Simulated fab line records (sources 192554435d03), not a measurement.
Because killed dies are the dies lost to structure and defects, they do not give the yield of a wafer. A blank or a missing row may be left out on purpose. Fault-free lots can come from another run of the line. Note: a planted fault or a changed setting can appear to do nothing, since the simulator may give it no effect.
Which tool was responsible? + flow n5 finfet + 27 wafers from 9 lots sampled at 7 of the route's 1938 steps

## WHAT EACH GAUGE READ, for each wafer
N5_FIN_SAQP_THK_MEAS_05. Usual: thk nm 37.9 nm, standard deviation 0.47.
| lot  | measured    | on            | thk nm (nm)    | flag |
|------|-------------|---------------|----------------|------|
| L629 | day 4 04:35 | film metro-02 | 37.8 37.1 38.2 |      |
| L632 | day 4 21:34 | film metro-01 | 4.1 4.0 4.0    | OFF  |
| L633 | day 5 03:13 | film metro-01 | 4.0 4.0 4.1    | OFF  |
| L634 | day 5 08:58 | film metro-02 | 4.1 4.0 4.1    | OFF  |
| L637 | day 6 04:07 | film metro-02 | 38.6 38.5 37.9 |      |
| L638 | day 6 09:19 | film metro-02 | 38.2 38.3 38.5 |      |
| L639 | day 6 15:59 | film metro-02 | 38.0 38.1 38.3 |      |
| L641 | day 7 03:11 | film metro-02 | 37.0 37.8 37.9 |      |
| L642 | day 7 10:22 | film metro-02 | 37.7 37.8 39.5 |      |

N5_FIN_SAQP_THK_MEAS_07. Usual: thk nm 60.0 nm, standard deviation 0.71.
| lot  | measured    | on            | thk nm (nm)    | flag |
|------|-------------|---------------|----------------|------|
| L629 | day 4 04:48 | film metro-01 | 59.9 60.2 60.8 |      |
| L632 | day 4 21:46 | film metro-02 | 60.3 60.3 60.5 |      |
| L633 | day 5 03:25 | film metro-01 | 59.3 60.6 60.7 |      |
| L634 | day 5 09:14 | film metro-01 | 59.2 59.2 60.0 |      |
| L637 | day 6 04:19 | film metro-01 | 59.6 60.3 60.5 |      |
| L638 | day 6 09:32 | film metro-02 | 59.7 59.2 60.0 |      |
| L639 | day 6 16:13 | film metro-01 | 59.5 60.9 60.0 |      |
| L641 | day 7 03:24 | film metro-02 | 59.2 60.1 60.3 |      |
| L642 | day 7 10:35 | film metro-02 | 59.3 60.6 60.7 |      |

N5_FIN_SAQP_CD_MEAS_31: the cd target is 8 nm. Usual: cd nm 8.11 nm, standard deviation 0.21.
| lot  | measured    | on        | cd nm (nm)     | flag |
|------|-------------|-----------|----------------|------|
| L629 | day 4 09:55 | cd sem-01 | 8.36 8.29 8.15 |      |
| L632 | day 5 03:55 | cd sem-01 | - - -          | OFF  |
| L633 | day 5 07:26 | cd sem-01 | - - -          | OFF  |
| L634 | day 5 14:01 | cd sem-01 | - - -          | OFF  |
| L637 | day 6 08:47 | cd sem-01 | 7.91 8.08 8.32 |      |
| L638 | day 6 14:27 | cd sem-01 | 7.85 8.23 8.09 |      |
| L639 | day 6 20:53 | cd sem-02 | 8.25 8.51 8.27 |      |
| L641 | day 7 08:44 | cd sem-02 | 8.22 8.34 8.20 |      |
| L642 | day 7 14:58 | cd sem-01 | 7.51 8.21 7.79 |      |

N5_BEOL_M4_RC_MEAS_101. Usual: DIBL_N 36.3 mV/V, standard deviation 1.2; DIBL_P 36.3 mV/V, standard deviation 1.4; IOFF_N 0.157 nA/um, standard deviation 0.02; IOFF_P 0.22 nA/um, standard deviation 0.033; ION_N 675 uA/um, standard deviation 9.6; ION_P 465 uA/um, standard deviation 8.2; SS_N 71.4 mV/dec, standard deviation 0.45; SS_P 73.3 mV/dec, standard deviation 0.54; VT_N 249.8 mV, standard deviation 2.5; VT_P -249 mV, standard deviation 3.2.
| lot  | measured     | on        | DIBL_N (mV/V)  | DIBL_P (mV/V)  | IOFF_N (nA/um)    | IOFF_P (nA/um) | ION_N (uA/um) | ION_P (uA/um) | SS_N (mV/dec)  | SS_P (mV/dec)  | VT_N (mV)         | VT_P (mV)      | flag |
|------|--------------|-----------|----------------|----------------|-------------------|----------------|---------------|---------------|----------------|----------------|-------------------|----------------|------|
| L629 | day 10 16:16 | prober-01 | 34.2 34.5 35.3 | 35.7 36.1 37.5 | 0.151 0.159 0.177 | 0.23 0.23 0.26 | 686 670 692   | 468 470 475   | 71.2 71.8 71.6 | 72.6 72.4 72.8 | 248.1 245.6 247.1 | -247 -248 -246 |      |
| L637 | day 13 11:38 | prober-02 | 35.0 35.3 34.5 | 35.0 35.0 33.3 | 0.143 0.149 0.137 | 0.25 0.23 0.21 | 674 677 687   | 464 472 473   | 72.2 71.7 71.4 | 73.6 73.6 73.2 | 251.8 252.1 250.9 | -248 -247 -248 |      |
| L638 | day 13 11:45 | prober-01 | 35.0 35.9 35.8 | 33.2 34.8 34.6 | 0.123 0.141 0.130 | 0.15 0.17 0.17 | 654 665 650   | 443 450 442   | 70.7 71.5 71.2 | 73.8 73.9 73.9 | 256.3 254.5 257.1 | -256 -258 -256 |      |
| L639 | day 13 12:34 | prober-02 | 35.0 35.4 34.6 | 35.5 36.4 35.6 | 0.126 0.127 0.115 | 0.18 0.19 0.18 | 653 661 658   | 459 460 459   | 70.5 71.3 70.8 | 72.8 73.2 73.1 | 254.0 254.7 254.7 | -251 -251 -252 |      |
| L641 | day 14 03:20 | prober-02 | 37.2 37.1 35.9 | 37.3 36.7 34.6 | 0.186 0.174 0.154 | 0.26 0.25 0.22 | 691 683 689   | 481 473 474   | 71.4 71.6 70.7 | 74.0 74.1 73.9 | 247.1 249.6 253.2 | -246 -247 -250 |      |
| L642 | day 13 19:12 | prober-01 | 35.7 37.4 36.5 | 36.1 37.9 36.6 | 0.147 0.182 0.170 | 0.25 0.28 0.26 | 673 675 667   | 469 473 464   | 71.2 71.5 71.8 | 73.3 74.0 73.9 | 249.2 246.1 247.4 | -246 -245 -246 |      |

## WHICH TOOL RAN EACH LOT (tool, then ch and the chambers of the sampled wafers, then the start)
| lot  | N5_PMOS_HMC_CHANNEL_EPI_HM_DEP_34 | N5_FIN_SAQP_DENSIFY_62          | N5_FIN_SAQP_HM_DEP_03          |
|------|-----------------------------------|---------------------------------|--------------------------------|
| L629 | pecvd-02 ch 0,2, day 4 00:02      | rtp anneal-02 ch 0, day 4 04:17 | pecvd-03 ch 0,1,2, day 4 04:31 |
| L632 | pecvd-02 ch 0,2, day 4 16:43      | rtp anneal-02 ch 0, day 4 21:16 | pecvd-03 ch 0,1,2, day 4 21:29 |
| L633 | pecvd-01 ch 0,2, day 4 22:43      | rtp anneal-01 ch 0, day 5 02:57 | pecvd-04 ch 0,2, day 5 03:07   |
| L634 | pecvd-01 ch 0,1,2, day 5 05:00    | rtp anneal-01 ch 0, day 5 08:39 | pecvd-04 ch 0,1,2, day 5 08:53 |
| L637 | pecvd-03 ch 1,2, day 5 23:58      | rtp anneal-02 ch 0, day 6 03:49 | pecvd-04 ch 0,1,2, day 6 04:01 |
| L638 | pecvd-02 ch 0,2, day 6 04:51      | rtp anneal-01 ch 0, day 6 09:01 | pecvd-04 ch 0,2, day 6 09:14   |
| L639 | pecvd-01 ch 0,1, day 6 11:52      | rtp anneal-01 ch 0, day 6 15:40 | pecvd-01 ch 1,2, day 6 15:53   |
| L641 | pecvd-03 ch 1,2, day 6 22:49      | rtp anneal-02 ch 0, day 7 02:57 | pecvd-04 ch 0,1, day 7 03:06   |
| L642 | pecvd-02 ch 0,2, day 7 06:07      | rtp anneal-01 ch 0, day 7 10:04 | pecvd-03 ch 0,1,2, day 7 10:17 |
- N5_PMOS_HMC_CHANNEL_EPI_HM_DEP_34: deposits SiO2 from TEOS/O2, target thk 36 nm, time 6.9 s.
- N5_FIN_SAQP_DENSIFY_62: time 60 s.
- N5_FIN_SAQP_HM_DEP_03: deposits SiNx from SiH4/NH3/N2, target thk 38 nm, time 33.6 s.

## AS READ BY THE TOOLS THEMSELVES (means over the sampled wafers that have a number; for cases with no such wafer, the mark the record gives instead)
N5_PMOS_HMC_CHANNEL_EPI_HM_DEP_34. Usual: chamber pressure Torr 6.500 Torr, standard deviation 0.013; heater power outer w 289 W, standard deviation 52; heater power w 546 W, standard deviation 65; showerhead plenum p Torr 8.363 Torr, standard deviation 0.026; throttle valve pct 18.8 %, standard deviation 1.1.
| lot  | tool     | chamber pressure Torr (Torr) | heater power outer w (W) | heater power w (W) | showerhead plenum p Torr (Torr) | throttle valve pct (%) | flag |
|------|----------|------------------------------|--------------------------|--------------------|---------------------------------|------------------------|------|
| L629 | pecvd-02 | 6.503                        | 269                      | 524                | 8.327                           | 18.9                   |      |
| L632 | pecvd-02 | 6.496                        | 334                      | 609                | 8.339                           | 18.8                   |      |
| L633 | pecvd-01 | 6.518                        | 363                      | 647                | 8.386                           | 18.2                   |      |
| L634 | pecvd-01 | 6.492                        | 312                      | 580                | 8.356                           | 18.3                   |      |
| L637 | pecvd-03 | 6.493                        | 271                      | 534                | 8.347                           | 18.0                   |      |
| L638 | pecvd-02 | 6.504                        | 264                      | 510                | 8.357                           | 19.0                   |      |
| L639 | pecvd-01 | 6.504                        | 307                      | 534                | 8.384                           | 19.1                   |      |
| L641 | pecvd-03 | 6.511                        | 212                      | 459                | 8.358                           | 17.9                   |      |
| L642 | pecvd-02 | 6.489                        | 319                      | 592                | 8.353                           | 19.0                   |      |

N5_FIN_SAQP_DENSIFY_62. Usual: lamp power pct 9.84 %, standard deviation 0.052; lamp_zone_2_pct 9.845 %, standard deviation 0.0095; lamp_zone_4_pct 9.839 %, standard deviation 0.01; wafer_temp_C_max 703.3, standard deviation 0.75.
| lot  | tool          | lamp power pct (%) | lamp_zone_2_pct (%) | lamp_zone_4_pct (%) | wafer_temp_C_max | flag |
|------|---------------|--------------------|---------------------|---------------------|------------------|------|
| L629 | rtp anneal-02 | 9.84               | 9.843               | 9.830               | 703.2            |      |
| L632 | rtp anneal-02 | 9.86               | 9.846               | 9.835               | 703.3            |      |
| L633 | rtp anneal-01 | 9.84               | 9.847               | 9.842               | 702.7            |      |
| L634 | rtp anneal-01 | 9.86               | 9.837               | 9.838               | 703.8            |      |
| L637 | rtp anneal-02 | 9.81               | 9.848               | 9.835               | 703.9            |      |
| L638 | rtp anneal-01 | 9.86               | 9.849               | 9.836               | 703.1            |      |
| L639 | rtp anneal-01 | 9.87               | 9.851               | 9.844               | 703.2            |      |
| L641 | rtp anneal-02 | 9.83               | 9.844               | 9.844               | 703.7            |      |
| L642 | rtp anneal-01 | 9.83               | 9.839               | 9.838               | 703.5            |      |

N5_FIN_SAQP_HM_DEP_03. Usual: chamber pressure Torr 1.500 Torr, standard deviation 0.0037; heater power outer w 423 W, standard deviation 67; heater power w 717 W, standard deviation 89; showerhead plenum p Torr 5.14 Torr, standard deviation 0.091; throttle valve pct 41 %, standard deviation 3.5.
| lot  | tool     | chamber pressure Torr (Torr) | heater power outer w (W) | heater power w (W) | showerhead plenum p Torr (Torr) | throttle valve pct (%) | flag |
|------|----------|------------------------------|--------------------------|--------------------|---------------------------------|------------------------|------|
| L629 | pecvd-03 | 1.504                        | 429                      | 726                | 5.18                            | 40                     |      |
| L632 | pecvd-03 | -                            | -                        | -                  | -                               | -                      | OFF  |
| L633 | pecvd-04 | -                            | -                        | -                  | -                               | -                      | OFF  |
| L634 | pecvd-04 | -                            | -                        | -                  | -                               | -                      | OFF  |
| L637 | pecvd-04 | 1.503                        | 371                      | 639                | 5.05                            | 43                     |      |
| L638 | pecvd-04 | 1.503                        | 387                      | 637                | 4.97                            | 43                     |      |
| L639 | pecvd-01 | 1.501                        | 456                      | 791                | 5.14                            | 40                     |      |
| L641 | pecvd-04 | 1.502                        | 373                      | 635                | 5.07                            | 40                     |      |
| L642 | pecvd-03 | 1.497                        | 432                      | 734                | 5.18                            | 40                     |      |

## THE ANSWER, worked out from the rows above alone
Rule: take the mean of a lot's wafers that have a number; if it is more than 3 standard deviations from the usual mean, the lot is off. A lot without any number at a reading at which 4 lots or more have one is off too. The other lots that the step has rows for count as sound. After the gauges, taken in route order, come the tools' own readings; for these a lot's mean is taken, as printed above. The first step at which some lot is off is used, and at that step the reading that is off furthest; a lot without a number counts as furthest.
Off at N5_FIN_SAQP_THK_MEAS_05 (thk nm): L632, L633, L634.
A tool fits if, at a process step before that reading, it ran every lot that is off, and no sound lot after the first of them. The gauges at N5_FIN_SAQP_THK_MEAS_05 aren't tried: what is off there is off at N5_FIN_SAQP_CD_MEAS_31 too, on other tools, and a gauge's error can't cause that. Not one of the candidates tried fits.

## WHAT THE SIMULATOR HAD PUT IN
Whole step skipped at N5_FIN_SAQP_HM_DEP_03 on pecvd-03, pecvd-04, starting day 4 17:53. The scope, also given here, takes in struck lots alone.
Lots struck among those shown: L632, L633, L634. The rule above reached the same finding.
